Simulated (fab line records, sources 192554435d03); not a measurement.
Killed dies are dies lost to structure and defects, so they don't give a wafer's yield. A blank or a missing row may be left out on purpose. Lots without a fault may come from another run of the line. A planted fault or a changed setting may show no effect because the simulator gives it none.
Split-lot experiment | flow n5_finfet | 7 lots, 21 wafers read, on a route of 1938 steps

THE SPLIT
At N5_MOL_CONTACT_COAG_COAT_77 (time 60 s, resist thk 10 nm), the setting spin_rpm was moved away from the recipe's 1500 rpm on 10 of the 21 wafers read, by -8.3% to +10.7%. The other wafers ran this setting at the recipe's value.

FROM THE SPLIT TO THE READING: what the file shows between them, 6 steps
- N5_MOL_CONTACT_COAG_COAT_78: resist thk 40 nm
- N5_MOL_CONTACT_COAG_EBR_80
- N5_MOL_CONTACT_COAG_DESCUM_88: chemistry O2, time 7 s
- N5_MOL_CONTACT_COAG_ETCH_89: etches underlayer in N2/H2, target depth 13 nm, time 10.4 s
- N5_MOL_CONTACT_COAG_ETCH_90: etches SiARC in CF4, target depth 13 nm, time 21.7 s
- N5_MOL_CONTACT_COAG_ALD_131: deposits SiO2, target thk 5 nm, pulse time 1 s, co reactant pulse time 1 s

THE READING
CAR-EUV_of_MOL_CONTACT_COAG_COAT_78.thk_nm (the simulator's own value, which no gauge read), in nm, at N5_MOL_CONTACT_COAG_ETCHBACK_132 (etches SiO2 in CHF3, target depth 10 nm, time 6.7 s). The file gives no usual value for it. The 11 wafers here that ran the recipe average 15.6 nm, standard deviation 0.24 nm.

wafer  | tool, chamber at the split | spin_rpm as run, rpm | against the recipe | CAR-EUV_of_MOL_CONTACT_COAG_COAT_78.thk_nm, nm | against lot-mates on the recipe
L076.1 | litho_track-01, 0          | 1446                 | -3.6%              | 15.4                                           | no lot-mate on the recipe
L076.3 | litho_track-01, 0          | 1446                 | -3.6%              | 15.2                                           | no lot-mate on the recipe
L076.6 | litho_track-01, 0          | 1446                 | -3.6%              | 15.2                                           | no lot-mate on the recipe
L077.1 | litho_track-05, 0          | 1500                 | recipe             | 15.2                                           | -
L077.2 | litho_track-05, 0          | 1545                 | +3.0%              | 15.6                                           | +0.4
L077.6 | litho_track-05, 0          | 1545                 | +3.0%              | 15.4                                           | +0.2
L081.1 | litho_track-05, 0          | 1500                 | recipe             | 15.8                                           | -
L081.2 | litho_track-05, 0          | 1500                 | recipe             | 15.6                                           | -
L081.3 | litho_track-05, 0          | 1500                 | recipe             | 15.6                                           | -
L084.2 | litho_track-05, 0          | 1557                 | +3.8%              | 15.8                                           | +0.3
L084.4 | litho_track-05, 0          | 1500                 | recipe             | 15.4                                           | -
L084.6 | litho_track-05, 0          | 1500                 | recipe             | 15.6                                           | -
L085.1 | litho_track-01, 0          | 1500                 | recipe             | 15.6                                           | -
L085.5 | litho_track-01, 0          | 1500                 | recipe             | 15.6                                           | -
L085.2 | litho_track-01, 0          | 1652                 | +10.1%             | 16.2                                           | +0.6
L088.1 | litho_track-05, 0          | 1500                 | recipe             | 15.6                                           | -
L088.5 | litho_track-05, 0          | 1661                 | +10.7%             | 16.4                                           | +0.8
L088.6 | litho_track-05, 0          | 1661                 | +10.7%             | 16.2                                           | +0.6
L094.1 | litho_track-01, 0          | 1500                 | recipe             | 15.8                                           | -
L094.3 | litho_track-01, 0          | 1376                 | -8.3%              | 15.4                                           | -0.6
L094.6 | litho_track-01, 0          | 1500                 | recipe             | 16.2                                           | -

THE FIT
A straight line over all 21 wafers: CAR-EUV_of_MOL_CONTACT_COAG_COAT_78.thk_nm changes by +0.0562 nm for each +1% of spin_rpm; r = +0.77; the points scatter about the line by 0.23 nm.
The same after taking each lot's own level away (the mean of its wafers on the recipe; 18 wafers): +0.0664 nm for each +1%; r = +0.95; scatter 0.11 nm.
On that fit, the largest move of spin_rpm shifts the reading by 0.71 nm.
The lots' own levels span 15.20 to 16.00 nm, that is 3.4 times the standard deviation above.
So the lot-to-lot level blurs the effect unless lot-mates are compared.
Check: with one of the wafers moved furthest among these (+10.7%) left out of the fit, the line predicts +0.689 nm for it against its lot-mates. It came out at +0.8 nm against them.

THE WHOLE CHAIN: every reading that the file lists as answering this split, in the file's order
step                             | what it does                                                | reading                                                                                        | change (the file's fit)                | r (the file's)
N5_MOL_CONTACT_COAG_COAT_77      | time 60 s, resist thk 10 nm                                 | underlayer_of_MOL_CONTACT_COAG_COAT_77.thk_nm (the simulator's own value, which no gauge read) | -0.042 nm for each +1% of the setting  | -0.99
N5_MOL_CONTACT_COAG_ETCH_89      | etches underlayer in N2/H2, target depth 13 nm, time 10.4 s | etch.depth_nm (the simulator's own value, which no gauge read)                                 | -0.0481 nm for each +1% of the setting | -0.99
N5_MOL_CONTACT_COAG_ETCH_90      | etches SiARC in CF4, target depth 13 nm, time 21.7 s        | CAR-EUV_of_MOL_CONTACT_COAG_COAT_78.thk_nm (the simulator's own value, which no gauge read)    | +0.0632 nm for each +1% of the setting | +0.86
N5_MOL_CONTACT_COAG_ETCHBACK_132 | etches SiO2 in CHF3, target depth 10 nm, time 6.7 s         | CAR-EUV_of_MOL_CONTACT_COAG_COAT_78.thk_nm (the simulator's own value, which no gauge read)    | +0.0665 nm for each +1% of the setting | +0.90

THE FILE'S OWN FIT
CAR-EUV_of_MOL_CONTACT_COAG_COAT_78.thk_nm changes by +0.0665 nm for each +1% of spin_rpm, r = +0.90.
